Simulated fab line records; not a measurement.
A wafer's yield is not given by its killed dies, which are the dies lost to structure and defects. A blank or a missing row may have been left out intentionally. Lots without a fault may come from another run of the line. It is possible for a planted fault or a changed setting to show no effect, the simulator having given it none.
Chamber matching -- flow n5 finfet -- N5_FIN_CUT_ETCH_20 on rie diel-01: 4 sister chambers
The step etches SiARC in CF4, target depth 26 nm, time 43.3 s. 20 wafers are shown with their chamber, then 10 later ones without.

== EACH WAFER AND ITS CHAMBER ==
wafer,chamber,showerhead plenum p Torr (Torr),drypump motor current A (A),etch rf on time s (s)
L077.3,1,2.23,5.5,43.9
L077.4,3,2.04,6.0,46.6
L077.6,0,2.19,5.6,43.7
L079.4,1,2.22,5.5,42.9
L079.5,2,2.06,5.4,43.2
L079.6,1,2.22,5.5,42.9
L080.2,3,2.04,6.1,45.4
L080.3,0,2.18,5.7,42.9
L080.4,2,2.06,5.4,43.4
L082.1,0,2.18,5.7,43.1
L082.4,3,2.04,6.0,45.7
L082.6,3,2.04,6.1,45.7
L089.2,2,2.06,5.4,43.4
L089.4,0,2.18,5.6,42.7
L089.5,0,2.18,5.6,43.3
L090.1,1,2.22,5.5,43.0
L090.4,2,2.05,5.4,43.3
L090.5,3,2.03,6.0,46.2
L094.2,0,2.18,5.6,43.0
L094.4,1,2.21,5.5,43.5

SIGNATURES (means of the wafers above)
reading,chamber 0,chamber 1,chamber 2,chamber 3,scatter within a chamber
showerhead plenum p Torr,2.1817,2.2200,2.0575,2.0380,0.00523
drypump motor current A,5.633,5.500,5.400,6.040,0.0398
etch rf on time s,43.117,43.240,43.325,45.920,0.382
Rule: a wafer lies at a distance from a chamber equal to the root of the sum of squares, over the readings, of (its reading less the chamber's mean, divided by the reading's scatter). The wafer belongs to the nearest chamber; if the next one is less than 2 further off, it can't be placed. The scatter: the root of (the sum of the squares of (reading less its chamber's mean) over the shown wafers, divided by (wafers less chambers)).

== WAFERS MISSING THEIR CHAMBER ==
wafer,showerhead plenum p Torr (Torr),drypump motor current A (A),etch rf on time s (s)
L094.5,2.05,5.5,42.9
L095.2,2.03,6.0,46.3
L095.3,2.05,5.4,43.3
L095.4,2.21,5.5,43.4
L096.2,2.17,5.7,43.1
L096.3,2.05,5.5,43.0
L096.6,2.05,5.5,42.9
L097.2,2.21,5.5,43.5
L097.4,2.17,5.7,42.9
L097.6,2.03,6.0,46.2

== WHICH CHAMBER EACH ONE RAN IN ==
wafer,from the rows above,in truth
L094.5,2,2
L095.2,3,3
L095.3,2,2
L095.4,1,1
L096.2,0,0
L096.3,2,2
L096.6,2,2
L097.2,1,1
L097.4,0,0
L097.6,3,3
Correctly placed: 10 of 10. Not placeable from these rows: 0. Placed wrongly: 0.
